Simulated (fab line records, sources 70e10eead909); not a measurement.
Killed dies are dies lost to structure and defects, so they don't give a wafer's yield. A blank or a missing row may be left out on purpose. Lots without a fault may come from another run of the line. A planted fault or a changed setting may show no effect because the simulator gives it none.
Which tool did it? | flow nand_harc | 13 lots, 39 wafers sampled, at 6 steps of a route of 1302

WHAT THE GAUGES READ, wafer by wafer
NHARC_P_BONDPAD_CD_MEAS_09: target cd 500 nm.
lot  | measured     | on        | cd_nm (nm)
L491 | day 6 09:58  | cd_sem-01 | 504 506 503
L492 | day 7 00:31  | cd_sem-03 | 499 505 507
L493 | day 7 09:56  | cd_sem-01 | 500 502 500
L495 | day 8 06:02  | cd_sem-03 | 505 501 501
L496 | day 8 20:59  | cd_sem-02 | 508 503 503
L499 | day 9 18:28  | cd_sem-03 | 500 503 501
L505 | day 12 17:55 | cd_sem-03 | 501 497 497
L506 | day 13 05:16 | cd_sem-02 | 501 502 500
L509 | day 14 05:50 | cd_sem-02 | 503 502 506
L510 | day 14 16:11 | cd_sem-01 | 503 501 500
L512 | day 15 09:32 | cd_sem-03 | 501 499 501
L513 | day 15 16:55 | cd_sem-03 | 502 499 498
L514 | day 16 05:15 | cd_sem-01 | 502 505 508

NHARC_P_BONDPAD_OVL_MEAS_38.
lot  | measured     | on         | overlay_x_nm (nm) | overlay_y_nm (nm)
L491 | day 6 10:04  | overlay-02 | 6 6 7             | 2 2 2
L492 | day 7 00:35  | overlay-02 | 12 13 13          | 1 1 1
L493 | day 7 10:01  | overlay-01 | -3 -3 -3          | 2 1 1
L495 | day 8 06:08  | overlay-01 | 1 1 1             | -1 0 0
L496 | day 8 21:04  | overlay-02 | -2 -1 -2          | 5 5 6
L499 | day 9 18:34  | overlay-02 | 4 4 4             | -1 -2 -2
L505 | day 12 18:00 | overlay-02 | -4 -4 -3          | -8 -8 -8
L506 | day 13 05:21 | overlay-01 | 6 7 6             | -1 -1 -1
L509 | day 14 05:56 | overlay-01 | 5 5 5             | 1 1 1
L510 | day 14 16:17 | overlay-01 | -9 -9 -9          | -10 -10 -10
L512 | day 15 09:38 | overlay-01 | -4 -4 -4          | -18 -17 -17
L513 | day 15 16:59 | overlay-02 | 3 3 3             | 2 2 3
L514 | day 16 05:20 | overlay-01 | 0 1 0             | -2 -2 -2

NHARC_A_SOURCE_PLATE_THK_MEAS_06: measures by ellipsometry.
lot  | measured     | on            | thk_nm (nm)
L491 | day 7 12:20  | film_metro-02 | 199.8 202.1 200.0
L492 | day 8 02:15  | film_metro-02 | 197.7 199.6 200.2
L493 | day 8 11:54  | film_metro-02 | 201.7 200.8 202.8
L495 | day 9 08:11  | film_metro-01 | 199.4 194.7 199.1
L496 | day 9 22:55  | film_metro-02 | 202.6 202.3 200.2
L499 | day 10 21:40 | film_metro-02 | 198.1 197.2 197.3
L505 | day 13 18:25 | film_metro-01 | 150.4 151.7 150.5
L506 | day 14 12:14 | film_metro-01 | 151.6 150.8 152.0
L509 | day 15 08:07 | film_metro-02 | 202.0 201.2 203.0
L510 | day 15 17:32 | film_metro-02 | 198.9 199.6 199.3
L512 | day 16 11:17 | film_metro-01 | 198.2 198.7 200.2
L513 | day 16 20:55 | film_metro-01 | 199.0 201.4 198.0
L514 | day 17 07:56 | film_metro-01 | 201.7 203.3 204.6

NHARC_END_SORT_01.
lot  | measured     | on        | killed_at_array | killed_at_other | killed_at_periphery | killed_dies | killed_open | killed_short
L506 | day 31 07:13 | prober-02 | 49              | 0               | 2                   | 51          | 2           | 3

WHICH TOOL RAN EACH LOT (tool, then ch and the chambers of the sampled wafers, then the start)
lot  | NHARC_P_M2_ANNEAL_31             | NHARC_A_SOURCE_PLATE_CVD_03
L491 | rtp_anneal-02 ch 0, day 6 07:21  | lpcvd_poly-01 ch 0, day 7 01:55
L492 | rtp_anneal-02 ch 0, day 6 22:07  | lpcvd_poly-01 ch 0, day 7 15:47
L493 | rtp_anneal-02 ch 0, day 7 07:28  | lpcvd_poly-03 ch 0, day 8 01:24
L495 | rtp_anneal-02 ch 0, day 8 03:22  | lpcvd_poly-03 ch 0, day 8 20:52
L496 | rtp_anneal-02 ch 0, day 8 18:14  | lpcvd_poly-03 ch 0, day 9 11:44
L499 | rtp_anneal-02 ch 0, day 9 16:04  | lpcvd_poly-01 ch 0, day 10 09:37
L505 | rtp_anneal-01 ch 0, day 12 15:20 | lpcvd_poly-03 ch 0, day 13 10:34
L506 | rtp_anneal-01 ch 0, day 13 02:29 | lpcvd_poly-03 ch 0, day 13 21:45
L509 | rtp_anneal-01 ch 0, day 14 03:14 | lpcvd_poly-02 ch 0, day 14 21:19
L510 | rtp_anneal-02 ch 0, day 14 13:42 | lpcvd_poly-02 ch 0, day 15 07:08
L512 | rtp_anneal-02 ch 0, day 15 06:56 | lpcvd_poly-01 ch 0, day 16 00:29
L513 | rtp_anneal-02 ch 0, day 15 14:32 | lpcvd_poly-02 ch 0, day 16 07:43
L514 | rtp_anneal-02 ch 0, day 16 02:38 | lpcvd_poly-01 ch 0, day 16 22:02
- NHARC_P_M2_ANNEAL_31: time 90 s.
- NHARC_A_SOURCE_PLATE_CVD_03: deposits poly-Si, target thk 200 nm, time 4000 s.

WHAT THE TOOLS THEMSELVES READ (means of the sampled wafers that have a number; where no wafer has one, the mark that the record gives instead)
NHARC_P_M2_ANNEAL_31.
lot  | tool          | wafer_temp_C_max
L491 | rtp_anneal-02 | 225.70
L492 | rtp_anneal-02 | 226.00
L493 | rtp_anneal-02 | 225.57
L495 | rtp_anneal-02 | 225.83
L496 | rtp_anneal-02 | 225.95
L499 | rtp_anneal-02 | 225.82
L505 | rtp_anneal-01 | 226.05
L506 | rtp_anneal-01 | 226.00
L509 | rtp_anneal-01 | 226.02
L510 | rtp_anneal-02 | 225.67
L512 | rtp_anneal-02 | 225.56
L513 | rtp_anneal-02 | 225.76
L514 | rtp_anneal-02 | 225.86

NHARC_A_SOURCE_PLATE_CVD_03.
lot  | tool          | spike_tc_bottom_C (C) | spike_tc_centre_C (C) | spike_tc_lower_C (C) | spike_tc_top_C (C) | spike_tc_upper_C (C) | tube_center_temp_C (C)
L491 | lpcvd_poly-01 | 643                   | 620.9                 | 620.0                | 646                | 620.8                | 619.99
L492 | lpcvd_poly-01 | 644                   | 620.1                 | 619.0                | 644                | 619.8                | 619.99
L493 | lpcvd_poly-03 | 633                   | 620.2                 | 616.7                | 633                | 619.7                | 620.01
L495 | lpcvd_poly-03 | 634                   | 619.8                 | 616.6                | 632                | 618.3                | 619.99
L496 | lpcvd_poly-03 | 635                   | 620.1                 | 618.3                | 631                | 619.1                | 620.02
L499 | lpcvd_poly-01 | 644                   | 620.3                 | 618.5                | 645                | 620.5                | 620.03
L505 | lpcvd_poly-03 | 622                   | 607.9                 | 605.1                | 620                | 606.8                | 607.56
L506 | lpcvd_poly-03 | 623                   | 608.0                 | 605.5                | 621                | 607.5                | 607.63
L509 | lpcvd_poly-02 | 641                   | 620.1                 | 622.5                | 633                | 621.6                | 619.98
L510 | lpcvd_poly-02 | 642                   | 619.3                 | 621.0                | 633                | 622.7                | 619.96
L512 | lpcvd_poly-01 | 644                   | 621.0                 | 618.3                | 644                | 618.7                | 620.06
L513 | lpcvd_poly-02 | 642                   | 620.9                 | 621.3                | 635                | 620.9                | 620.03
L514 | lpcvd_poly-01 | 645                   | 621.6                 | 618.2                | 645                | 618.4                | 619.93

THE ANSWER, worked out from the rows above alone
Rule: what is usual is taken from the lots themselves. Put in order of their means at a reading, lots are off if they are a third of the lots or fewer, leave a main group of 4 or more, and stand apart from it by a gap of 3 or more times the standard deviation of the main group's means; of several such gaps the widest counts. A main group whose means are all the same, to the digits that the tables above print for the reading, isn't used. A lot without any number at a reading at which 4 lots or more have one is off too. The other lots that the step has rows for count as sound. The gauges are gone through in route order, then the tools' own readings, and for those a lot's mean is taken as printed above. The first step at which some lot is off is used, and at that step the reading that is off furthest; a lot without a number counts as furthest.
Off: L505, L506, at NHARC_A_SOURCE_PLATE_THK_MEAS_06 (thk_nm). The main group: mean 200.1 nm, standard deviation 1.8.
A tool fits if, at a process step before that reading, it ran every lot that is off, and no sound lot after the first of them. The gauges at NHARC_A_SOURCE_PLATE_THK_MEAS_06 aren't tried: what is off there is off at NHARC_A_SOURCE_PLATE_CVD_03 too, on other tools, and a gauge's error can't cause that. One fits: lpcvd_poly-03 at NHARC_A_SOURCE_PLATE_CVD_03. Its last sound lot is L496 (day 9 11:44), its first lot that is off L505 (day 13 10:34): a fault that began between those two fits.
The tool's own readings at NHARC_A_SOURCE_PLATE_CVD_03 bear it out: on the lots that are off they differ by more than 5 times the standard deviation of the sound lots' means. spike_tc_centre_C reads 608.0 C there against 620.4 C on the sound lots; spike_tc_lower_C reads 605.3 C there against 619.1 C on the sound lots; spike_tc_upper_C reads 607.1 C there against 620.0 C on the sound lots; tube_center_temp_C reads 607.60 C there against 620.00 C on the sound lots.

WHAT THE SIMULATOR HAD PUT IN
Process parameter drift: lpcvd_poly-03, from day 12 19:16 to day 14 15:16, at NHARC_A_SOURCE_PLATE_CVD_03. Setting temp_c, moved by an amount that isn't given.
Lots struck among those shown: L505, L506. The rule above found the same.
